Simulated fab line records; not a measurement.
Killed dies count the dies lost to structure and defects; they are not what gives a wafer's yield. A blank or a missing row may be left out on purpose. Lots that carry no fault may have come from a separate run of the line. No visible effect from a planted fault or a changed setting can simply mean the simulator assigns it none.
Lot-split experiment | flow n5Finfet | 21 wafers read from 7 lots, route of 1938 steps

== THE SPLIT ITSELF ==
At N5_BEOL_M0_CUTY_ETCH_63 (etches SOC in N2/H2, target depth 82.7 nm, overetch 16.5 nm, time 124 s), the setting sourceW was moved away from the recipe's 840 W on 4 of the 21 wafers read, by -15.8% to +4.8%. The other wafers ran this setting at the recipe's value.

The reading comes from the split's own step.

== THE READING ==
rfVppV, in V, at N5_BEOL_M0_CUTY_ETCH_63 (etches SOC in N2/H2, target depth 82.7 nm, overetch 16.5 nm, time 124 s). A value of 524.1 V with a standard deviation of 2.7 V is what fault-free wafers of this fab line usually give.

wafer  | tool, chamber at the split | sourceW as run, W | against the recipe | rfVppV, V | against lot-mates on the recipe
L080.1 | rieDiel-03, 3              | 840               | recipe             | 527.4     | -
L080.2 | rieDiel-03, 2              | 707               | -15.8%             | 551.2     | +22.9
L080.4 | rieDiel-03, 3              | 840               | recipe             | 529.2     | -
L087.1 | rieDiel-04, 2              | 840               | recipe             | 524.9     | -
L087.5 | rieDiel-04, 3              | 840               | recipe             | 529.1     | -
L087.6 | rieDiel-04, 1              | 840               | recipe             | 521.1     | -
L089.1 | rieDiel-03, 3              | 840               | recipe             | 526.1     | -
L089.3 | rieDiel-03, 2              | 840               | recipe             | 521.9     | -
L089.4 | rieDiel-03, 0              | 840               | recipe             | 519.8     | -
L091.1 | rieDiel-01, 1              | 840               | recipe             | 526.8     | -
L091.3 | rieDiel-01, 3              | 880.7             | +4.8%              | 516.4     | -8.4
L091.5 | rieDiel-01, 0              | 840               | recipe             | 522.9     | -
L092.3 | rieDiel-01, 1              | 840               | recipe             | 525.5     | -
L092.4 | rieDiel-01, 1              | 840               | recipe             | 526.0     | -
L092.5 | rieDiel-01, 3              | 840               | recipe             | 525.4     | -
L093.1 | rieDiel-04, 3              | 840               | recipe             | 528.5     | -
L093.2 | rieDiel-04, 0              | 840               | recipe             | 522.1     | -
L093.5 | rieDiel-04, 2              | 840               | recipe             | 524.6     | -
L095.2 | rieDiel-01, 2              | 720.3             | -14.3%             | 556.3     | +28.5
L095.3 | rieDiel-01, 1              | 720.3             | -14.3%             | 552.6     | +24.8
L095.6 | rieDiel-01, 2              | 840               | recipe             | 527.8     | -

THE FIT
A straight line over all 21 wafers: rfVppV changes by -1.89 V for each +1% of sourceW; r = -0.96; the points scatter about the line by 2.9 V.
The same after taking each lot's own level away (the mean of its wafers on the recipe; 21 wafers): -1.71 V for each +1%; r = -0.97; scatter 2.5 V.
According to that fit, moving sourceW by its largest amount changes the reading by 27 V.
From 522.60 to 528.30 V: that is the span of the lots' own levels, equal to 2.1 times the standard deviation above.
Hence the slope depends on the lot-to-lot level, as the two fits are not the same.
Check: +29.5 V against its lot-mates is what the line predicts for one of the wafers moved furthest among these (-15.8%) when that wafer is left out of the fit. It came out at +22.9 V against them.
Tool readings at the split's step, against how far the setting was moved: rfVppV r = -0.96.

== FILE'S OWN FIT ==
rfVppV changes by -1.64 V for each +1% of sourceW, r = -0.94.
